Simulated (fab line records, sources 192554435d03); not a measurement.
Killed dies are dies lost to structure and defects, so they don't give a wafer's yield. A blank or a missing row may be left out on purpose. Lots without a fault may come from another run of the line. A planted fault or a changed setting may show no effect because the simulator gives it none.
Chamber matching | flow n5_finfet | N5_BEOL_M12_DESCUM_33 on rie_diel-04: 4 sister chambers
The step chemistry O2, time 7.9 s. 14 wafers are shown with their chamber, then 7 later ones without.

WAFERS WITH THEIR CHAMBER
wafer  | chamber | drypump_motor_current_A (A) | showerhead_plenum_p_Torr (Torr) | throttle_valve_pct (%)
L077.2 | 2       | 6.3                         | 2.04                            | 20.60
L077.3 | 0       | 6.6                         | 2.17                            | 20.31
L077.5 | 0       | 6.6                         | 2.17                            | 20.30
L080.4 | 1       | 6.1                         | 2.16                            | 19.99
L080.5 | 0       | 6.6                         | 2.16                            | 20.33
L080.6 | 3       | 6.1                         | 2.00                            | 20.19
L081.3 | 0       | 6.7                         | 2.16                            | 20.32
L081.4 | 0       | 6.6                         | 2.16                            | 20.33
L081.5 | 1       | 6.1                         | 2.16                            | 20.01
L083.2 | 3       | 6.1                         | 2.00                            | 20.21
L083.4 | 1       | 6.1                         | 2.15                            | 20.03
L083.6 | 0       | 6.6                         | 2.16                            | 20.33
L089.1 | 1       | 6.1                         | 2.15                            | 20.03
L089.3 | 2       | 6.3                         | 2.03                            | 20.24

SIGNATURES (means of the wafers above)
reading                  | chamber 0 | chamber 1 | chamber 2 | chamber 3 | scatter within a chamber
drypump_motor_current_A  | 6.617     | 6.100     | 6.300     | 6.100     | 0.0289
showerhead_plenum_p_Torr | 2.1633    | 2.1550    | 2.0350    | 2.0000    | 0.00532
throttle_valve_pct       | 20.3200   | 20.0150   | 20.4200   | 20.2000   | 0.0818
Rule: a wafer's distance from a chamber is the root of the sum, over the readings, of the square of ((its reading less the chamber's mean) divided by the reading's scatter). The wafer belongs to the nearest chamber; if the next one is less than 2 further off, it can't be placed. The scatter: the root of (the sum of the squares of (reading less its chamber's mean) over the shown wafers, divided by (wafers less chambers)).

WAFERS WITHOUT THEIR CHAMBER
wafer  | drypump_motor_current_A (A) | showerhead_plenum_p_Torr (Torr) | throttle_valve_pct (%)
L089.4 | 6.1                         | 2.15                            | 20.02
L097.1 | 6.1                         | 2.14                            | 20.07
L097.2 | 6.4                         | 2.02                            | 20.27
L097.3 | 6.1                         | 1.99                            | 20.27
L095.3 | 6.4                         | 2.02                            | 20.28
L095.5 | 6.6                         | 2.15                            | 20.07
L095.6 | 6.1                         | 1.99                            | 20.26

WHICH CHAMBER EACH WENT THROUGH
wafer  | from the rows above | in truth
L089.4 | 1                   | 1
L097.1 | 1                   | 1
L097.2 | 2                   | 2
L097.3 | 3                   | 3
L095.3 | 2                   | 2
L095.5 | 0                   | 0
L095.6 | 3                   | 3
Placed correctly: 7 of 7. Can't be placed from these rows: 0. Placed wrongly: 0.
